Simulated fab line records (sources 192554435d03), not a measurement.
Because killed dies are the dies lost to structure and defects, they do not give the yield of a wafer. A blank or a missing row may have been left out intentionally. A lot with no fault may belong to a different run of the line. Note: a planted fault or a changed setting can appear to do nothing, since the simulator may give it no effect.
Split-lot experiment :: flow n5-finfet :: 7 lots, 39 wafers read, on a route of 1938 steps

== SPLIT DETAILS ==
At N5_MOL_CONTACT_COAG_VIA_ETCH_117 (etches SiO2 in C4F6/O2, target depth 40 nm, overetch 8 nm, time 26 s), the setting target-depth-a was moved away from the recipe's 400 angstrom on 9 of the 39 wafers read, by -3.3% to +9.7%. All remaining wafers had this setting at the recipe value.

There is no step in the file separating the split from the reading.

== THE READING ==
etch.depth-nm (the simulator's own value, which no gauge read), in nm, at N5_MOL_CONTACT_COAG_ETCH_124 (etches SiNx in CH3F/O2, stops on SiOC, target depth 6.5 nm). The file does not state a usual value for it. The 30 wafers here that ran the recipe average 5.017 nm, standard deviation 0.019 nm.

wafer: L076.1
tool, chamber at the split: rie-diel-03, 0,1,1
target-depth-a as run, angstrom: 386.9
against the recipe: -3.3%
etch.depth-nm, nm: 5.041
against lot-mates on the recipe: +0.013

wafer: L076.2
tool, chamber at the split: rie-diel-03, 2,2,0
target-depth-a as run, angstrom: 400
against the recipe: recipe
etch.depth-nm, nm: 5.032
against lot-mates on the recipe: -

wafer: L076.3
tool, chamber at the split: rie-diel-03, 0,1,1
target-depth-a as run, angstrom: 386.9
against the recipe: -3.3%
etch.depth-nm, nm: 5.027
against lot-mates on the recipe: -0.001

wafer: L076.4
tool, chamber at the split: rie-diel-03, 0,1,1
target-depth-a as run, angstrom: 386.9
against the recipe: -3.3%
etch.depth-nm, nm: 5.007
against lot-mates on the recipe: -0.021

wafer: L076.5
tool, chamber at the split: rie-diel-03, 2,2,0
target-depth-a as run, angstrom: 400
against the recipe: recipe
etch.depth-nm, nm: 5.03
against lot-mates on the recipe: -

wafer: L076.6
tool, chamber at the split: rie-diel-03, 2,2,0
target-depth-a as run, angstrom: 400
against the recipe: recipe
etch.depth-nm, nm: 5.022
against lot-mates on the recipe: -

wafer: L080.1
tool, chamber at the split: rie-diel-04, 1,2,0,3,1,0
target-depth-a as run, angstrom: 400
against the recipe: recipe
etch.depth-nm, nm: 5.016
against lot-mates on the recipe: -

wafer: L080.2
tool, chamber at the split: rie-diel-04, 1,2,0,3,1,0
target-depth-a as run, angstrom: 400
against the recipe: recipe
etch.depth-nm, nm: 4.994
against lot-mates on the recipe: -

wafer: L080.3
tool, chamber at the split: rie-diel-04, 1,2,0,3,1,0
target-depth-a as run, angstrom: 400
against the recipe: recipe
etch.depth-nm, nm: 5.022
against lot-mates on the recipe: -

wafer: L080.4
tool, chamber at the split: rie-diel-04, 1,2,0,3,1,0
target-depth-a as run, angstrom: 400
against the recipe: recipe
etch.depth-nm, nm: 5.035
against lot-mates on the recipe: -

wafer: L080.5
tool, chamber at the split: rie-diel-04, 1,2,0,3,1,0
target-depth-a as run, angstrom: 400
against the recipe: recipe
etch.depth-nm, nm: 5.039
against lot-mates on the recipe: -

wafer: L080.6
tool, chamber at the split: rie-diel-04, 1,2,0,3,1,0
target-depth-a as run, angstrom: 400
against the recipe: recipe
etch.depth-nm, nm: 5.024
against lot-mates on the recipe: -

wafer: L084.1
tool, chamber at the split: rie-diel-06, 3,2,1
target-depth-a as run, angstrom: 400
against the recipe: recipe
etch.depth-nm, nm: 5.003
against lot-mates on the recipe: -

wafer: L084.2
tool, chamber at the split: rie-diel-06, 3,2,1
target-depth-a as run, angstrom: 400
against the recipe: recipe
etch.depth-nm, nm: 5.027
against lot-mates on the recipe: -

wafer: L084.6
tool, chamber at the split: rie-diel-06, 3,2,1
target-depth-a as run, angstrom: 400
against the recipe: recipe
etch.depth-nm, nm: 4.993
against lot-mates on the recipe: -

wafer: L087.1
tool, chamber at the split: rie-diel-04, 3,0,2
target-depth-a as run, angstrom: 434.6
against the recipe: +8.7%
etch.depth-nm, nm: 4.775
against lot-mates on the recipe: -0.243

wafer: L087.2
tool, chamber at the split: rie-diel-04, 1,0,1
target-depth-a as run, angstrom: 400
against the recipe: recipe
etch.depth-nm, nm: 5.038
against lot-mates on the recipe: -

wafer: L087.3
tool, chamber at the split: rie-diel-04, 3,0,2
target-depth-a as run, angstrom: 434.6
against the recipe: +8.7%
etch.depth-nm, nm: 4.797
against lot-mates on the recipe: -0.221

wafer: L087.4
tool, chamber at the split: rie-diel-04, 3,0,2
target-depth-a as run, angstrom: 434.6
against the recipe: +8.7%
etch.depth-nm, nm: 4.768
against lot-mates on the recipe: -0.250

wafer: L087.5
tool, chamber at the split: rie-diel-04, 1,0,1
target-depth-a as run, angstrom: 400
against the recipe: recipe
etch.depth-nm, nm: 5.005
against lot-mates on the recipe: -

wafer: L087.6
tool, chamber at the split: rie-diel-04, 1,0,1
target-depth-a as run, angstrom: 400
against the recipe: recipe
etch.depth-nm, nm: 5.011
against lot-mates on the recipe: -

wafer: L094.1
tool, chamber at the split: rie-diel-06, 0,1,1
target-depth-a as run, angstrom: 438.8
against the recipe: +9.7%
etch.depth-nm, nm: 4.753
against lot-mates on the recipe: -0.291

wafer: L094.2
tool, chamber at the split: rie-diel-06, 0,1,1
target-depth-a as run, angstrom: 438.8
against the recipe: +9.7%
etch.depth-nm, nm: 4.783
against lot-mates on the recipe: -0.261

wafer: L094.3
tool, chamber at the split: rie-diel-06, 2,3,0
target-depth-a as run, angstrom: 400
against the recipe: recipe
etch.depth-nm, nm: 5.045
against lot-mates on the recipe: -

wafer: L094.4
tool, chamber at the split: rie-diel-06, 2,3,0
target-depth-a as run, angstrom: 400
against the recipe: recipe
etch.depth-nm, nm: 5.025
against lot-mates on the recipe: -

wafer: L094.5
tool, chamber at the split: rie-diel-06, 0,1,1
target-depth-a as run, angstrom: 438.8
against the recipe: +9.7%
etch.depth-nm, nm: 4.766
against lot-mates on the recipe: -0.278

wafer: L094.6
tool, chamber at the split: rie-diel-06, 2,3,0
target-depth-a as run, angstrom: 400
against the recipe: recipe
etch.depth-nm, nm: 5.063
against lot-mates on the recipe: -

wafer: L095.1
tool, chamber at the split: rie-diel-06, 1,2,0,3,1,0
target-depth-a as run, angstrom: 400
against the recipe: recipe
etch.depth-nm, nm: 4.975
against lot-mates on the recipe: -

wafer: L095.2
tool, chamber at the split: rie-diel-06, 1,2,0,3,1,0
target-depth-a as run, angstrom: 400
against the recipe: recipe
etch.depth-nm, nm: 4.987
against lot-mates on the recipe: -

wafer: L095.3
tool, chamber at the split: rie-diel-06, 1,2,0,3,1,0
target-depth-a as run, angstrom: 400
against the recipe: recipe
etch.depth-nm, nm: 5.025
against lot-mates on the recipe: -

wafer: L095.4
tool, chamber at the split: rie-diel-06, 1,2,0,3,1,0
target-depth-a as run, angstrom: 400
against the recipe: recipe
etch.depth-nm, nm: 4.995
against lot-mates on the recipe: -

wafer: L095.5
tool, chamber at the split: rie-diel-06, 1,2,0,3,1,0
target-depth-a as run, angstrom: 400
against the recipe: recipe
etch.depth-nm, nm: 5.017
against lot-mates on the recipe: -

wafer: L095.6
tool, chamber at the split: rie-diel-06, 1,2,0,3,1,0
target-depth-a as run, angstrom: 400
against the recipe: recipe
etch.depth-nm, nm: 4.988
against lot-mates on the recipe: -

wafer: L096.1
tool, chamber at the split: rie-diel-03, 3,1,2,0,2,3
target-depth-a as run, angstrom: 400
against the recipe: recipe
etch.depth-nm, nm: 5.024
against lot-mates on the recipe: -

wafer: L096.4
tool, chamber at the split: rie-diel-03, 3,1,2,0,2,3
target-depth-a as run, angstrom: 400
against the recipe: recipe
etch.depth-nm, nm: 5.024
against lot-mates on the recipe: -

wafer: L096.2
tool, chamber at the split: rie-diel-03, 3,1,2,0,2,3
target-depth-a as run, angstrom: 400
against the recipe: recipe
etch.depth-nm, nm: 5.017
against lot-mates on the recipe: -

wafer: L096.3
tool, chamber at the split: rie-diel-03, 3,1,2,0,2,3
target-depth-a as run, angstrom: 400
against the recipe: recipe
etch.depth-nm, nm: 5.025
against lot-mates on the recipe: -

wafer: L096.5
tool, chamber at the split: rie-diel-03, 3,1,2,0,2,3
target-depth-a as run, angstrom: 400
against the recipe: recipe
etch.depth-nm, nm: 5.009
against lot-mates on the recipe: -

wafer: L096.6
tool, chamber at the split: rie-diel-03, 3,1,2,0,2,3
target-depth-a as run, angstrom: 400
against the recipe: recipe
etch.depth-nm, nm: 4.991
against lot-mates on the recipe: -
Rows listing several chambers each stand for several wafers; the file does not say which wafer went through which chamber.

THE FIT
A straight line over all 39 wafers: etch.depth-nm changes by -0.0243 nm for each +1% of target-depth-a; r = -0.95; the points scatter about the line by 0.027 nm.
The same after taking each lot's own level away (the mean of its wafers on the recipe; 39 wafers): -0.0255 nm for each +1%; r = -0.96; scatter 0.028 nm.
According to that fit, moving target-depth-a by its largest amount changes the reading by 0.25 nm.
From 4.9978 to 5.0443 nm: that is the span of the lots' own levels, equal to 2.4 times the standard deviation above.
Consequently the slope shifts little with the lot-to-lot level, the two slopes agreeing.
Check: with one of the wafers moved furthest among these (+9.7%) left out of the fit, the line predicts -0.25 nm for it against its lot-mates. Against them it came out at -0.291 nm.

== THE FILE'S OWN FIT ==
etch.depth-nm changes by -0.0264 nm for each +1% of target-depth-a, r = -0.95.
